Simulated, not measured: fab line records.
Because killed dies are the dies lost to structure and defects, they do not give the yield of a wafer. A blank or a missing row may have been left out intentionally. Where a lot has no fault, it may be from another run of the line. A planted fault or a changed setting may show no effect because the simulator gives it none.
fab line records	flow n5-finfet
record: lots: 24	wafers: 72	last-day: 18
route steps=1938 shown START@1 ZERO_LAYER@17 WELL_APT@46 PMOS_HMC_CHANNEL_EPI@82 FIN_SAQP@138
lots untouched by any fault: they come from a run of this same line in which no faults occurred
start-h: hours from the record's first day to the start of the lot's first wafer shown	wait-h: hours from the lot's prior step to this one	" the same as in the row above	L1.1+2: a single row standing in for several wafers	- no value, or no start was given	* or withheld: withheld	< > ~ a bound
route shown NAME@n: names a module that has steps shown in the file, with the first one's number in the route	usual: mean/standard deviation taken from wafers without a fault	same: alike in all rows	chamber/n: place in a boat	sites: the reading at each site	_std_site: standard deviation across them	_edge_site: inner sites' mean taken away from outer sites' mean	radius-mm: how far each site lies from the wafer's centre	mask NAME#n: copy n	behind: the most recent tool/chamber to have shaped the wafer	hold: reason for holding the lot/hours on hold/outcome of the hold	device: names the non-switching transistor (n, p or np)	end of line: tests of these same wafers at the route's end	step lacking rows: just its recipe	killed: dies that structure and defects cost at the first sort, which is not the same as the wafer's yield	map: a wafer's dies, marking killed ones x, the rest . and places with no die _
set.NAME: setting as actually run; set.NAME@STEP: the setting as run at that earlier step	model.NAME: the simulator's own value behind a step, which no gauge read
the route's steps for a sample of lots (tables are steps, rows are wafers)
services: when a tool's chamber went out of use (start-h, in hours from the record's first day, below 0 if earlier), for how many hours, and the reason
== steps ==
step: N5_START_INSPECT_01
recipe: inspect-instrument: unpatterned-scan	mode: incoming
usual: raw-defect-count: 5.7/2.3
lot.wafer	tool	chamber	start-h	wait-h	raw-defect-count
L074.1	defect-inspect-01	-	12.03	-	5
L074.4	"	-	"	"	8
L074.5	"	-	"	"	5
L075.2	defect-inspect-02	-	18.03	-	4
L075.4	"	-	"	"	8
L075.6	"	-	"	"	2
L076.1	defect-inspect-02	-	24.03	-	3
L076.2	"	-	"	"	6
L076.4	"	-	"	"	5
L077.1	defect-inspect-01	-	30.03	-	6
L077.2	"	-	"	"	6
L077.5	"	-	"	"	9
L078.2	defect-inspect-02	-	36.03	-	10
L078.4	"	-	"	"	6
L078.6	"	-	"	"	7
L079.3	defect-inspect-02	-	42.03	-	2
L079.4	"	-	"	"	5
L079.6	"	-	"	"	2
L080.3	defect-inspect-02	-	48.03	-	7
L080.5	"	-	"	"	7
L080.6	"	-	"	"	8
L081.2	defect-inspect-01	-	54.03	-	4
L081.3	"	-	"	"	5
L081.4	"	-	"	"	7
L082.2	defect-inspect-01	-	60.03	-	8
L082.4	"	-	"	"	4
L082.6	"	-	"	"	2
L083.1	defect-inspect-01	-	66.03	-	10
L083.2	"	-	"	"	7
L083.3	"	-	"	"	2
L084.2	defect-inspect-01	-	72.03	-	3
L084.4	"	-	"	"	4
L084.5	"	-	"	"	7
L085.1	defect-inspect-01	-	78.03	-	3
L085.3	"	-	"	"	5
L085.5	"	-	"	"	1
L086.2	defect-inspect-01	-	84.03	-	8
L086.3	"	-	"	"	5
L086.6	"	-	"	"	6
L087.1	defect-inspect-01	-	90.03	-	5
L087.3	"	-	"	"	9
L087.6	"	-	"	"	2
L088.1	defect-inspect-02	-	96.03	-	6
L088.4	"	-	"	"	3
L088.6	"	-	"	"	3
L089.1	defect-inspect-01	-	102.03	-	5
L089.5	"	-	"	"	8
L089.6	"	-	"	"	10
L090.1	defect-inspect-01	-	108.03	-	7
L090.3	"	-	"	"	3
L090.4	"	-	"	"	3
L091.2	defect-inspect-02	-	114.03	-	7
L091.5	"	-	"	"	3
L091.6	"	-	"	"	8
L092.1	defect-inspect-02	-	120.03	-	6
L092.2	"	-	"	"	3
L092.4	"	-	"	"	7
L093.1	defect-inspect-02	-	126.03	-	9
L093.3	"	-	"	"	8
L093.4	"	-	"	"	3
L094.1	defect-inspect-02	-	132.03	-	5
L094.5	"	-	"	"	2
L094.6	"	-	"	"	8
L095.3	defect-inspect-02	-	138.03	-	5
L095.4	"	-	"	"	8
L095.6	"	-	"	"	4
L096.1	defect-inspect-01	-	144.03	-	3
L096.4	"	-	"	"	5
L096.5	"	-	"	"	6
L097.1	defect-inspect-02	-	150.03	-	6
L097.3	"	-	"	"	8
L097.5	"	-	"	"	4
step: N5_ZERO_LAYER_STRIP_24
recipe: chemistry: O2	power-w: 1000	temp-c: 250	overash-fraction: 0.3	pressure-mtorr: 1000	o2-flow-sccm: 6750
usual: drypump-motor-current-A: 5.4/0.49	heater-power-w: 323/61	oes-product-au: 0.647/0.0043	strip-time-to-endpoint-s: 43.85/0.085
lot.wafer	tool	chamber	start-h	wait-h	drypump-motor-current-A	heater-power-w	oes-product-au	rf-hours-counter-h	strip-time-to-endpoint-s
L074.1	plasma-asher-02	1	13.03	0.1	6.0	228	0.644	72	43.73
L074.4	"	0	"	"	5.7	376	0.650	-	43.78
L074.5	"	0	"	"	5.7	380	0.652	-	43.75
L075.2	plasma-asher-02	1	19.02	0.1	6.0	231	0.647	73	43.86
L075.4	"	1	"	"	6.0	227	0.654	-	43.87
L075.6	"	1	"	"	6.0	228	0.646	-	43.99
L076.1	plasma-asher-02	0	24.95	0.1	5.7	370	0.649	74	43.77
L076.2	"	1	"	"	6.0	223	0.644	74	43.82
L076.4	"	1	"	"	6.0	229	0.654	-	43.77
L077.1	plasma-asher-02	0	30.90	0.1	5.7	378	0.642	75	43.87
L077.2	"	1	"	"	6.0	223	0.649	75	43.89
L077.5	"	1	"	"	6.0	226	0.645	-	43.83
L078.2	plasma-asher-01	0	36.91	0.1	5.1	326	0.654	28	43.84
L078.4	"	1	"	"	4.7	380	0.646	-	43.88
L078.6	"	1	"	"	4.7	380	0.646	-	43.76
L079.3	plasma-asher-01	0	43.01	0.1	5.1	321	0.644	-	43.87
L079.4	"	1	"	"	4.7	369	0.637	-	43.75
L079.6	"	1	"	"	4.7	369	0.651	-	43.85
L080.3	plasma-asher-01	1	49.26	0.1	4.7	380	0.640	-	43.87
L080.5	"	1	"	"	4.7	386	0.642	-	43.87
L080.6	"	0	"	"	5.1	328	0.650	-	43.95
L081.2	plasma-asher-02	0	55.31	0.1	5.7	380	0.646	79	43.88
L081.3	"	0	"	"	5.7	376	0.650	-	43.90
L081.4	"	1	"	"	6.0	228	0.645	-	43.80
L082.2	plasma-asher-02	0	60.89	0.1	5.7	377	0.650	81	43.92
L082.4	"	0	"	"	5.7	370	0.646	-	43.91
L082.6	"	1	"	"	6.0	231	0.653	-	43.89
L083.1	plasma-asher-02	0	67.26	0.1	5.7	364	0.648	82	43.92
L083.2	"	1	"	"	6.0	226	0.650	82	43.99
L083.3	"	1	"	"	6.0	223	0.647	-	43.84
L084.2	plasma-asher-01	0	73.48	0.1	5.1	319	0.637	37	43.94
L084.4	"	0	"	"	5.2	325	0.649	-	43.86
L084.5	"	0	"	"	5.1	323	0.645	-	43.83
L085.1	plasma-asher-01	1	78.95	0.1	4.7	373	0.647	38	43.89
L085.3	"	0	"	"	5.1	327	0.641	-	43.88
L085.5	"	0	"	"	5.1	323	0.650	-	43.85
L086.2	plasma-asher-02	1	85.02	0.2	6.0	226	0.645	86	43.82
L086.3	"	0	"	"	5.7	378	0.643	-	43.78
L086.6	"	0	"	"	5.7	373	0.640	-	43.81
L087.1	plasma-asher-02	1	91.02	0.1	6.0	233	0.647	87	43.83
L087.3	"	1	"	"	6.0	225	0.652	-	43.87
L087.6	"	0	"	"	5.7	369	0.644	-	43.86
L088.1	plasma-asher-01	1	97.03	0.1	4.7	366	0.647	41	44.10
L088.4	"	0	"	"	5.1	330	0.651	-	44.03
L088.6	"	1	"	"	4.7	369	0.637	-	44.08
L089.1	plasma-asher-01	1	103.02	0.1	4.7	371	0.642	43	43.83
L089.5	"	1	"	"	4.7	380	0.646	-	43.92
L089.6	"	0	"	"	5.1	320	0.652	-	43.84
L090.1	plasma-asher-01	1	109.27	0.1	4.7	372	0.646	45	43.76
L090.3	"	1	"	"	4.7	379	0.644	-	43.74
L090.4	"	0	"	"	5.1	323	0.646	-	43.65
L091.2	plasma-asher-01	1	114.89	0.1	4.7	374	0.642	46	43.88
L091.5	"	1	"	"	4.7	369	0.643	-	43.90
L091.6	"	0	"	"	5.1	325	0.647	-	43.83
L092.1	plasma-asher-01	1	120.97	0.1	4.7	376	0.645	47	43.89
L092.2	"	0	"	"	5.1	327	0.640	47	43.89
L092.4	"	1	"	"	4.7	375	0.651	-	43.71
L093.1	plasma-asher-01	1	126.90	0.1	4.7	376	0.650	48	43.66
L093.3	"	0	"	"	5.1	327	0.648	-	43.77
L093.4	"	1	"	"	4.7	369	0.656	-	43.80
L094.1	plasma-asher-02	1	133.02	0.1	6.0	234	0.647	94	43.71
L094.5	"	1	"	"	6.0	230	0.649	-	43.73
L094.6	"	0	"	"	5.7	366	0.647	-	43.79
L095.3	plasma-asher-02	0	138.95	0.1	5.7	373	0.644	-	43.83
L095.4	"	1	"	"	5.9	228	0.655	-	43.82
L095.6	"	1	"	"	5.9	229	0.652	-	43.79
L096.1	plasma-asher-02	0	145.17	0.2	5.7	373	0.649	98	43.80
L096.4	"	1	"	"	6.0	230	0.639	-	43.91
L096.5	"	0	"	"	5.7	369	0.644	-	43.89
L097.1	plasma-asher-02	1	151.02	0.1	6.0	232	0.647	100	43.87
L097.3	"	0	"	"	5.7	376	0.644	-	43.81
L097.5	"	1	"	"	6.0	232	0.646	-	43.70
step: N5_WELL_APT_DESCUM_30
recipe: chemistry: O2	time-s: 7.9	source-power-w: 50	bias-power-w: 20	pressure-mtorr: 20	rf-frequency-hz: 2.712e+07	temp-c: 40	o2-flow-sccm: 225
usual: drypump-motor-current-A: 5.6/0.47	oes-product-au: 0.79/0.094	rf-fwd-power-W: 49.67/0.2	rf-vpp-V: 243.5/1.4	showerhead-plenum-p-Torr: 2.12/0.081	throttle-valve-pct: 20.52/0.23
same: time-s: 7.9
lot.wafer	tool	chamber	start-h	wait-h	drypump-motor-current-A	oes-product-au	rf-fwd-power-W	rf-hours-counter-h	rf-vpp-V	showerhead-plenum-p-Torr	throttle-valve-pct
L074.1	rie-diel-05	3	15.10	0.1	5.0	0.72	49.61	228	242.1	1.98	20.61
L074.4	"	1	"	"	6.1	0.69	49.37	-	243.7	2.16	20.48
L074.5	"	1	"	"	6.1	0.70	49.53	-	242.4	2.16	20.48
L075.2	rie-diel-06	3	21.44	0.0	5.7	0.72	49.96	181	244.1	2.18	20.81
L075.4	"	2	"	"	5.8	0.75	49.61	159	242.8	2.09	20.57
L075.6	"	2	"	"	5.8	0.75	49.60	-	242.6	2.09	20.56
L076.1	rie-diel-05	0	27.31	0.2	5.5	0.68	50.11	239	241.7	2.05	20.41
L076.2	"	2	"	"	5.6	0.98	49.77	4	242.0	2.04	20.46
L076.4	"	1	"	"	6.1	0.68	49.63	221	244.1	2.16	20.50
L077.1	rie-diel-06	3	33.05	0.0	5.7	0.72	49.77	185	245.5	2.18	20.81
L077.2	"	2	"	"	5.8	0.75	49.57	163	243.6	2.09	20.59
L077.5	"	0	"	"	4.8	0.92	49.64	-	245.6	2.23	20.50
L078.2	rie-diel-06	2	38.93	0.0	5.8	0.74	49.24	165	243.2	2.09	20.58
L078.4	"	3	"	"	5.7	0.70	49.53	-	243.6	2.18	20.82
L078.6	"	0	"	"	4.8	0.92	49.67	-	245.0	2.23	20.50
L079.3	rie-diel-06	0	45.39	0.0	4.8	0.93	49.81	19	245.6	2.23	20.51
L079.4	"	2	"	"	5.8	0.74	49.46	-	241.4	2.09	20.58
L079.6	"	3	"	"	5.7	0.71	49.90	-	244.2	2.17	20.83
L080.3	rie-diel-01	3	51.64	0.0	5.4	0.84	49.73	53	242.6	2.04	19.97
L080.5	"	3	"	"	5.3	0.84	49.52	-	241.8	2.04	19.98
L080.6	"	0	"	"	6.2	0.71	49.28	-	242.1	2.08	20.75
L081.2	rie-diel-05	3	57.18	0.0	5.0	0.70	49.76	246	240.9	1.97	20.63
L081.3	"	2	"	"	5.6	0.95	49.87	16	242.0	2.04	20.49
L081.4	"	1	"	"	6.1	0.68	49.38	-	244.3	2.16	20.54
L082.2	rie-diel-06	3	63.12	0.1	5.7	0.71	49.62	198	244.0	2.17	20.84
L082.4	"	2	"	"	5.8	0.73	49.33	176	242.9	2.09	20.60
L082.6	"	2	"	"	5.8	0.74	49.56	-	242.5	2.09	20.59
L083.1	rie-diel-01	2	69.13	0.0	5.3	0.82	49.75	78	242.3	2.04	20.24
L083.2	"	3	"	"	5.3	0.85	49.69	60	241.7	2.04	19.99
L083.3	"	1	"	"	5.6	0.72	49.64	186	243.8	2.08	20.49
L084.2	rie-diel-06	0	75.53	0.1	4.8	0.89	49.67	31	246.1	2.22	20.53
L084.4	"	3	"	"	5.7	0.70	49.78	203	243.2	2.17	20.85
L084.5	"	0	"	"	4.8	0.89	49.69	-	245.1	2.22	20.52
L085.1	rie-diel-06	2	81.07	0.0	5.8	0.72	49.29	183	243.7	2.08	20.60
L085.3	"	3	"	"	5.6	0.71	50.09	206	244.0	2.17	20.86
L085.5	"	3	"	"	5.7	0.71	49.94	-	244.7	2.17	20.84
L086.2	rie-diel-06	2	87.20	0.0	5.8	0.73	49.54	184	242.4	2.08	20.63
L086.3	"	0	"	"	4.8	0.88	49.85	34	244.5	2.22	20.55
L086.6	"	3	"	"	5.7	0.71	49.50	-	242.6	2.17	20.86
L087.1	rie-diel-01	1	93.19	0.2	5.6	0.71	50.06	195	242.3	2.08	20.51
L087.3	"	0	"	"	6.2	0.71	49.91	196	243.1	2.08	20.78
L087.6	"	2	"	"	5.3	0.80	49.93	-	242.1	2.04	20.26
L088.1	rie-diel-06	0	99.25	0.3	4.8	0.88	49.83	38	245.0	2.22	20.55
L088.4	"	3	"	"	5.7	0.71	49.91	210	243.3	2.17	20.86
L088.6	"	2	"	"	5.8	0.72	49.38	-	243.1	2.08	20.61
L089.1	rie-diel-01	3	105.11	0.1	5.3	0.83	49.34	72	242.6	2.03	19.99
L089.5	"	2	"	"	5.3	0.81	49.89	-	243.1	2.03	20.26
L089.6	"	3	"	"	5.3	0.83	49.59	-	241.5	2.03	20.01
L090.1	rie-diel-06	2	111.34	0.0	5.8	0.73	49.32	191	243.3	2.08	20.61
L090.3	"	1	"	"	6.2	0.91	49.66	19	245.9	2.24	20.49
L090.4	"	3	"	"	5.7	0.70	49.74	214	243.1	2.17	20.85
L091.2	rie-diel-06	3	116.91	0.0	5.7	0.69	49.77	216	244.0	2.16	20.85
L091.5	"	3	"	"	5.7	0.69	49.66	-	244.2	2.17	20.87
L091.6	"	0	"	"	4.8	0.87	49.79	-	245.1	2.22	20.56
L092.1	rie-diel-05	2	123.76	0.5	5.6	0.89	49.68	48	243.3	2.03	20.53
L092.2	"	3	"	"	5.0	0.94	49.57	8	244.5	2.23	20.21
L092.4	"	2	"	"	5.6	0.89	49.77	-	242.4	2.03	20.53
L093.1	rie-diel-01	3	130.21	0.1	5.3	0.82	49.49	80	241.7	2.03	20.03
L093.3	"	0	"	"	6.2	0.70	49.53	209	242.0	2.07	20.78
L093.4	"	2	"	"	5.3	0.79	49.89	99	242.2	2.03	20.27
L094.1	rie-diel-01	2	135.16	0.0	5.2	0.79	49.82	101	243.0	2.03	20.29
L094.5	"	1	"	"	5.6	0.70	49.76	-	243.3	2.07	20.55
L094.6	"	0	"	"	6.2	0.70	49.62	-	242.2	2.07	20.80
L095.3	rie-diel-05	0	141.04	0.3	5.5	0.89	49.47	25	242.6	2.04	20.11
L095.4	"	2	"	"	5.7	0.88	49.77	54	241.4	2.03	20.52
L095.6	"	3	"	"	5.0	0.93	49.97	-	246.9	2.23	20.22
L096.1	rie-diel-06	0	147.17	0.0	4.8	0.86	49.41	54	244.9	2.22	20.57
L096.4	"	2	"	"	5.8	0.72	49.38	202	241.5	2.08	20.64
L096.5	"	1	"	"	6.3	0.89	49.81	-	244.9	2.23	20.53
L097.1	rie-diel-05	2	152.97	0.0	5.6	0.87	49.65	59	243.7	2.02	20.54
L097.3	"	3	"	"	5.0	0.91	49.62	18	244.2	2.23	20.23
L097.5	"	2	"	"	5.6	0.86	49.60	-	243.1	2.03	20.55
step: N5_PMOS_HMC_CHANNEL_EPI_THK_MEAS_22
recipe: reads: SiGe30_of_PMOS_HMC_CHANNEL_EPI_EPI_20
usual: HMC_CMP_THK: 54.2/0.59
lot.wafer	tool	chamber	start-h	wait-h	HMC_CMP_THK[nm]
L074.1	film-metro-01	-	20.44	-	54.2
L074.4	"	-	"	"	54.4
L074.5	"	-	"	"	54.7
L075.2	film-metro-01	-	26.56	-	54.3
L075.4	"	-	"	"	53.3
L075.6	"	-	"	"	54.2
L076.1	film-metro-02	-	32.17	-	53.7
L076.2	"	-	"	"	54.5
L076.4	"	-	"	"	54.8
L077.1	film-metro-01	-	37.78	-	54.6
L077.2	"	-	"	"	55.0
L077.5	"	-	"	"	54.9
L078.2	film-metro-02	-	45.33	-	54.3
L078.4	"	-	"	"	54.5
L078.6	"	-	"	"	53.8
L079.3	film-metro-01	-	49.84	-	53.0
L079.4	"	-	"	"	54.7
L079.6	"	-	"	"	53.5
L080.3	film-metro-01	-	57.44	-	55.1
L080.5	"	-	"	"	54.6
L080.6	"	-	"	"	54.9
L081.2	film-metro-02	-	62.70	-	54.3
L081.3	"	-	"	"	53.9
L081.4	"	-	"	"	55.1
L082.2	film-metro-02	-	69.31	-	54.7
L082.4	"	-	"	"	54.6
L082.6	"	-	"	"	54.0
L083.1	film-metro-01	-	73.98	-	53.4
L083.2	"	-	"	"	54.3
L083.3	"	-	"	"	53.6
L084.2	film-metro-02	-	81.11	-	54.4
L084.4	"	-	"	"	55.1
L084.5	"	-	"	"	54.6
L085.1	film-metro-01	-	86.23	-	53.2
L085.3	"	-	"	"	54.6
L085.5	"	-	"	"	53.3
L086.2	film-metro-02	-	92.78	-	54.5
L086.3	"	-	"	"	54.0
L086.6	"	-	"	"	54.3
L087.1	film-metro-02	-	98.25	-	54.2
L087.3	"	-	"	"	54.6
L087.6	"	-	"	"	53.9
L088.1	film-metro-01	-	104.31	-	53.6
L088.4	"	-	"	"	54.1
L088.6	"	-	"	"	54.0
L089.1	film-metro-01	-	110.27	-	54.0
L089.5	"	-	"	"	53.7
L089.6	"	-	"	"	54.0
L090.1	film-metro-02	-	116.07	-	53.7
L090.3	"	-	"	"	54.4
L090.4	"	-	"	"	54.2
L091.2	film-metro-01	-	121.57	-	53.6
L091.5	"	-	"	"	53.1
L091.6	"	-	"	"	53.9
L092.1	film-metro-02	-	128.66	-	54.7
L092.2	"	-	"	"	53.8
L092.4	"	-	"	"	53.3
L093.1	film-metro-01	-	135.50	-	53.1
L093.3	"	-	"	"	53.7
L093.4	"	-	"	"	54.1
L094.1	film-metro-02	-	139.90	-	54.5
L094.5	"	-	"	"	53.0
L094.6	"	-	"	"	54.5
L095.3	film-metro-02	-	145.74	-	54.3
L095.4	"	-	"	"	54.6
L095.6	"	-	"	"	54.3
L096.1	film-metro-01	-	151.80	-	54.5
L096.4	"	-	"	"	53.3
L096.5	"	-	"	"	54.7
L097.1	film-metro-01	-	158.26	-	54.4
L097.3	"	-	"	"	54.1
L097.5	"	-	"	"	54.2
step: N5_FIN_SAQP_SPACER2_ALD_28
recipe: material: SiO2	target-thk-a: 81	temp-c: 300	ald-precursor-family: BDEAS	ald-co-reactant: O2-plasma	pulse-time-s: 1	purge-time-s: 2	co-reactant-purge-time-s: 2	pressure-torr: 2
usual: heater-power-w: 482/43	precursor-pulse-height-rel: 1.000/0.023
lot.wafer	tool	chamber	start-h	wait-h	heater-power-w	precursor-pulse-height-rel	since-wet-clean-h
L074.1	ald-sin-01	0	26.99	0.1	447	1.022	19
L074.4	"	2	"	"	468	0.952	19
L074.5	"	1	"	"	549	1.009	-
L075.2	ald-sin-04	2	31.86	0.1	468	0.970	221
L075.4	"	3	"	"	509	0.990	221
L075.6	"	3	"	"	519	0.994	-
L076.1	ald-sin-03	0	37.95	0.1	484	1.027	319
L076.2	"	2	"	"	466	0.999	319
L076.4	"	1	"	"	519	0.972	319
L077.1	ald-sin-03	2	43.94	0.1	447	1.022	325
L077.2	"	1	"	"	516	1.001	325
L077.5	"	2	"	"	446	0.973	-
L078.2	ald-sin-04	0	51.21	0.1	517	0.981	241
L078.4	"	1	"	"	482	1.006	241
L078.6	"	1	"	"	473	0.977	-
L079.3	ald-sin-01	3	55.26	0.1	412	1.010	48
L079.4	"	2	"	"	475	1.037	48
L079.6	"	3	"	"	408	1.013	-
L080.3	ald-sin-01	1	63.42	0.2	535	1.010	56
L080.5	"	0	"	"	454	0.956	-
L080.6	"	3	"	"	410	0.944	-
L081.2	ald-sin-03	2	68.74	0.1	460	1.055	350
L081.3	"	3	"	"	532	1.018	350
L081.4	"	1	"	"	512	0.997	350
L082.2	ald-sin-01	0	74.36	0.1	460	0.995	67
L082.4	"	2	"	"	467	1.035	67
L082.6	"	3	"	"	408	0.985	-
L083.1	ald-sin-03	3	79.82	0.1	548	0.994	361
L083.2	"	2	"	"	466	1.006	361
L083.3	"	1	"	"	516	1.013	361
L084.2	ald-sin-01	2	87.70	1.4	488	0.988	80
L084.4	"	3	"	"	404	1.034	80
L084.5	"	1	"	"	534	0.985	-
L085.1	ald-sin-04	0	92.73	0.5	526	0.975	282
L085.3	"	3	"	"	511	0.990	282
L085.5	"	0	"	"	512	0.997	-
L086.2	ald-sin-04	0	100.25	0.1	520	0.956	290
L086.3	"	1	"	"	471	1.022	290
L086.6	"	1	"	"	479	1.044	-
L087.1	ald-sin-01	2	103.43	0.1	473	0.978	96
L087.3	"	3	"	"	406	0.996	96
L087.6	"	0	"	"	457	1.017	-
L088.1	ald-sin-01	2	109.69	0.2	485	1.011	102
L088.4	"	3	"	"	407	1.003	102
L088.6	"	1	"	"	539	0.995	-
L089.1	ald-sin-03	0	115.89	0.3	500	1.002	17
L089.5	"	3	"	"	526	0.964	-
L089.6	"	0	"	"	508	1.022	-
L090.1	ald-sin-04	1	121.28	0.1	480	0.996	311
L090.3	"	0	"	"	522	0.987	311
L090.4	"	2	"	"	483	1.028	311
L091.2	ald-sin-04	3	126.93	0.1	517	1.000	316
L091.5	"	1	"	"	484	1.017	-
L091.6	"	0	"	"	520	0.959	-
L092.1	ald-sin-01	1	134.14	0.1	544	1.006	126
L092.2	"	0	"	"	455	1.011	126
L092.4	"	2	"	"	499	0.977	126
L093.1	ald-sin-01	2	140.48	0.1	483	0.978	133
L093.3	"	1	"	"	540	0.996	133
L093.4	"	0	"	"	452	0.989	133
L094.1	ald-sin-01	1	145.76	0.1	547	0.964	138
L094.5	"	0	"	"	463	1.001	-
L094.6	"	1	"	"	544	0.975	-
L095.3	ald-sin-01	0	152.03	0.1	445	1.002	144
L095.4	"	2	"	"	483	0.994	144
L095.6	"	3	"	"	406	0.993	-
L096.1	ald-sin-01	2	160.32	1.3	480	0.998	153
L096.4	"	3	"	"	414	0.978	153
L096.5	"	3	"	"	402	1.004	-
L097.1	ald-sin-01	2	166.73	1.4	483	0.995	159
L097.3	"	0	"	"	465	1.009	159
L097.5	"	0	"	"	458	1.008	-
step: N5_FIN_SAQP_HM_CD_35
recipe: target-cd-nm: 8	polarity: line
usual: cd-nm: 8.14/0.24
lot.wafer	tool	chamber	start-h	wait-h	cd-nm
L074.1	cd-sem-01	-	27.81	0.1	8.25
L074.4	"	-	"	"	8.15
L074.5	"	-	"	"	8.09
L075.2	cd-sem-02	-	32.66	0.1	8.31
L075.4	"	-	"	"	8.05
L075.6	"	-	"	"	8.45
L076.1	cd-sem-01	-	38.74	0.1	8.50
L076.2	"	-	"	"	8.58
L076.4	"	-	"	"	8.10
L077.1	cd-sem-01	-	44.78	0.1	7.99
L077.2	"	-	"	"	8.17
L077.5	"	-	"	"	8.05
L078.2	cd-sem-01	-	52.00	0.1	7.90
L078.4	"	-	"	"	8.20
L078.6	"	-	"	"	8.27
L079.3	cd-sem-01	-	56.06	0.1	8.26
L079.4	"	-	"	"	8.37
L079.6	"	-	"	"	8.05
L080.3	cd-sem-02	-	64.27	0.1	7.96
L080.5	"	-	"	"	8.03
L080.6	"	-	"	"	8.01
L081.2	cd-sem-03	-	69.89	0.1	8.06
L081.3	"	-	"	"	7.86
L081.4	"	-	"	"	8.27
L082.2	cd-sem-03	-	75.15	0.1	8.04
L082.4	"	-	"	"	8.07
L082.6	"	-	"	"	7.94
L083.1	cd-sem-02	-	80.75	0.1	8.27
L083.2	"	-	"	"	8.25
L083.3	"	-	"	"	7.85
L084.2	cd-sem-02	-	88.49	0.1	7.91
L084.4	"	-	"	"	8.43
L084.5	"	-	"	"	8.36
L085.1	cd-sem-03	-	93.72	0.1	7.90
L085.3	"	-	"	"	8.27
L085.5	"	-	"	"	8.13
L086.2	cd-sem-02	-	101.06	0.1	8.03
L086.3	"	-	"	"	8.23
L086.6	"	-	"	"	8.02
L087.1	cd-sem-03	-	104.22	0.1	8.02
L087.3	"	-	"	"	8.05
L087.6	"	-	"	"	7.99
L088.1	cd-sem-02	-	110.48	0.1	8.10
L088.4	"	-	"	"	8.01
L088.6	"	-	"	"	8.16
L089.1	cd-sem-03	-	116.73	0.1	8.08
L089.5	"	-	"	"	7.84
L089.6	"	-	"	"	8.34
L090.1	cd-sem-02	-	122.16	0.1	8.60
L090.3	"	-	"	"	8.13
L090.4	"	-	"	"	8.18
L091.2	cd-sem-01	-	127.92	0.1	7.84
L091.5	"	-	"	"	8.06
L091.6	"	-	"	"	8.14
L092.1	cd-sem-02	-	135.02	0.1	8.10
L092.2	"	-	"	"	8.14
L092.4	"	-	"	"	8.35
L093.1	cd-sem-03	-	141.58	0.1	8.21
L093.3	"	-	"	"	8.00
L093.4	"	-	"	"	8.14
L094.1	cd-sem-01	-	146.59	0.1	8.41
L094.5	"	-	"	"	7.67
L094.6	"	-	"	"	8.08
L095.3	cd-sem-02	-	153.02	0.1	8.38
L095.4	"	-	"	"	8.23
L095.6	"	-	"	"	8.30
L096.1	cd-sem-03	-	161.19	0.1	8.09
L096.4	"	-	"	"	8.24
L096.5	"	-	"	"	7.56
L097.1	cd-sem-03	-	167.52	0.1	7.72
L097.3	"	-	"	"	7.95
L097.5	"	-	"	"	7.82
== services ==
tool	chamber	start-h	hours	kind
ald-sin-01	-	-6.18	14.0	pm
ald-sin-01	0	-6.18	14.0	vent-cycle
ald-sin-01	1	-6.18	14.0	vent-cycle
ald-sin-01	2	-6.18	14.0	vent-cycle
ald-sin-01	3	-6.18	14.0	vent-cycle
ald-sin-03	1	-3.68	13.6	repair
rie-diel-06	0	-1.10	3.5	repair
ald-sin-04	3	4.49	5.2	repair
ald-sin-01	0	7.82	-	clean
rie-diel-05	0	14.11	2.5	repair
plasma-asher-01	-	20.88	2.8	pm
rie-diel-01	3	24.28	5.8	repair
rie-diel-01	2	35.08	11.1	repair
plasma-asher-01	-	37.97	2.7	repair
plasma-asher-02	-	42.71	8.5	repair
rie-diel-01	1	43.00	9.0	repair
rie-diel-01	-	44.60	4.5	repair
ald-sin-03	0	54.29	4.1	repair
rie-diel-05	3	77.97	4.6	repair
ald-sin-03	-	85.29	14.0	pm
plasma-asher-02	-	97.39	8.7	pm
plasma-asher-02	-	111.70	0.6	repair
ald-sin-03	-	143.78	28.1	pm
rie-diel-06	0	149.96	9.6	repair
== key ==
fault none
